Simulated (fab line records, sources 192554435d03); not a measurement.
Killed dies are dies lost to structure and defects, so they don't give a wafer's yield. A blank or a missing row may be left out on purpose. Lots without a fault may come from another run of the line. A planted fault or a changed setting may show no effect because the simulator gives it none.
Split-lot experiment | flow n5_finfet | 7 lots, 39 wafers read, on a route of 1938 steps

THE SPLIT
At N5_HKMG_FIN_HK_ALD_01 (deposits HfO2, target thk 1.6 nm, pulse time 3 s, purge time 3 s), the setting ald_cycles was moved away from the recipe's 30 on 12 of the 39 wafers read, by -33.3% to +56.7%. The other wafers ran this setting at the recipe's value.

FROM THE SPLIT TO THE READING: what the file shows between them, 4 steps
- N5_HKMG_FIN_HK_ANNEAL_02: time 30 s
- N5_HKMG_FIN_ALD_74: deposits La2O3, target thk 0.5 nm, pulse time 6 s, co reactant pulse time 1 s
- N5_HKMG_FIN_WET_ETCH_82: etches La2O3 in dHCl, stops on HfO2, target depth 2 nm, rinse time 30 s
- N5_HKMG_FIN_ALD_36: deposits TiN, target thk 1 nm, pulse time 1 s, purge time 3 s

THE READING
HK_THK, in nm, at N5_HKMG_FIN_THK_MEAS_70 (measures by xrf). Fault-free wafers of this fab line usually give 1.559 nm, standard deviation 0.019 nm.

wafer  | tool, chamber at the split | ald_cycles as run | against the recipe | HK_THK, nm | against lot-mates on the recipe
L074.1 | ald_hk-03, 2,1             | 47                | +56.7%             | 2.475      | +0.915
L074.2 | ald_hk-03, 1,0,0           | 30                | recipe             | 1.560      | -
L074.3 | ald_hk-03, 1,0,0           | 30                | recipe             | 1.562      | -
L074.4 | ald_hk-03, 3               | 47                | +56.7%             | 2.454      | +0.894
L074.5 | ald_hk-03, 2,1             | 47                | +56.7%             | 2.456      | +0.896
L074.6 | ald_hk-03, 1,0,0           | 30                | recipe             | 1.557      | -
L075.1 | ald_hk-03, 1,2,3           | 30                | recipe             | 1.549      | -
L075.3 | ald_hk-03, 1,2,3           | 30                | recipe             | 1.565      | -
L075.6 | ald_hk-03, 1,2,3           | 30                | recipe             | 1.567      | -
L077.1 | ald_hk-01, 0,3,1,2,3,2     | 30                | recipe             | 1.593      | -
L077.2 | ald_hk-01, 0,3,1,2,3,2     | 30                | recipe             | 1.541      | -
L077.3 | ald_hk-01, 0,3,1,2,3,2     | 30                | recipe             | 1.552      | -
L077.4 | ald_hk-01, 0,3,1,2,3,2     | 30                | recipe             | 1.599      | -
L077.5 | ald_hk-01, 0,3,1,2,3,2     | 30                | recipe             | 1.579      | -
L077.6 | ald_hk-01, 0,3,1,2,3,2     | 30                | recipe             | 1.600      | -
L084.1 | ald_hk-03, 0,1,3,2,0,3     | 30                | recipe             | 1.526      | -
L084.2 | ald_hk-03, 0,1,3,2,0,3     | 30                | recipe             | 1.526      | -
L084.3 | ald_hk-03, 0,1,3,2,0,3     | 30                | recipe             | 1.562      | -
L084.4 | ald_hk-03, 0,1,3,2,0,3     | 30                | recipe             | 1.552      | -
L084.5 | ald_hk-03, 0,1,3,2,0,3     | 30                | recipe             | 1.568      | -
L084.6 | ald_hk-03, 0,1,3,2,0,3     | 30                | recipe             | 1.534      | -
L087.1 | ald_hk-03, 0,1,1           | 47                | +56.7%             | 2.429      | +0.858
L087.2 | ald_hk-03, 3,2,0           | 30                | recipe             | 1.586      | -
L087.3 | ald_hk-03, 0,1,1           | 47                | +56.7%             | 2.426      | +0.855
L087.4 | ald_hk-03, 3,2,0           | 30                | recipe             | 1.576      | -
L087.5 | ald_hk-03, 3,2,0           | 30                | recipe             | 1.552      | -
L087.6 | ald_hk-03, 0,1,1           | 47                | +56.7%             | 2.437      | +0.866
L090.1 | ald_hk-01, 1,0,3           | 30                | recipe             | 1.583      | -
L090.2 | ald_hk-01, 1,0,3           | 30                | recipe             | 1.572      | -
L090.3 | ald_hk-01, 2,3,2           | 20                | -33.3%             | 1.030      | -0.543
L090.4 | ald_hk-01, 1,0,3           | 30                | recipe             | 1.565      | -
L090.5 | ald_hk-01, 2,3,2           | 20                | -33.3%             | 1.021      | -0.552
L090.6 | ald_hk-01, 2,3,2           | 20                | -33.3%             | 1.046      | -0.527
L094.1 | ald_hk-03, 2,3,1           | 47                | +56.7%             | 2.462      | +0.902
L094.2 | ald_hk-03, 1,0,2           | 30                | recipe             | 1.560      | -
L094.3 | ald_hk-03, 1,0,2           | 30                | recipe             | 1.567      | -
L094.4 | ald_hk-03, 2,3,1           | 47                | +56.7%             | 2.461      | +0.901
L094.5 | ald_hk-03, 2,3,1           | 47                | +56.7%             | 2.454      | +0.894
L094.6 | ald_hk-03, 1,0,2           | 30                | recipe             | 1.553      | -
Where a row lists several chambers, the file gives one row for several wafers and doesn't say which wafer went through which chamber.

THE FIT
A straight line over all 39 wafers: HK_THK changes by +0.0157 nm for each +1% of ald_cycles; r = +1.00; the points scatter about the line by 0.018 nm.
The same after taking each lot's own level away (the mean of its wafers on the recipe; 39 wafers): +0.0157 nm for each +1%; r = +1.00; scatter 0.017 nm.
On that fit, the largest move of ald_cycles shifts the reading by 0.89 nm.
The lots' own levels span 1.5447 to 1.5773 nm, that is 1.7 times the standard deviation above.
So the lot-to-lot level changes the slope little: the two slopes agree.
Check: with one of the wafers moved furthest among these (+56.7%) left out of the fit, the line predicts +0.887 nm for it against its lot-mates. It came out at +0.915 nm against them.

OTHER SPLITS ON THESE WAFERS
These wafers also went through other splits before the reading. Each is held against what the fit with the lots' levels taken away leaves over:
other split on the same wafers                    | wafers away from the commonest value | r with HK_THK (lot level and that fit taken away)
N5_PMOS_HMC_CHANNEL_EPI_DEVELOP_08 develop_time_s | 12                                   | +0.19

THE WHOLE CHAIN: every reading that the file lists as answering this split, in the file's order
step                    | what it does                                                     | reading                                                                            | change (the file's fit)                | r (the file's)
N5_HKMG_FIN_HK_ALD_01   | deposits HfO2, target thk 1.6 nm, pulse time 3 s, purge time 3 s | HfO2_of_HKMG_FIN_HK_ALD_01.thk_nm (the simulator's own value, which no gauge read) | +0.0159 nm for each +1% of the setting | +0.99
N5_HKMG_FIN_THK_MEAS_70 | measures by xrf                                                  | HK_THK                                                                             | +0.0157 for each +1% of the setting    | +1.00

THE FILE'S OWN FIT
HK_THK changes by +0.0157 nm for each +1% of ald_cycles, r = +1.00.
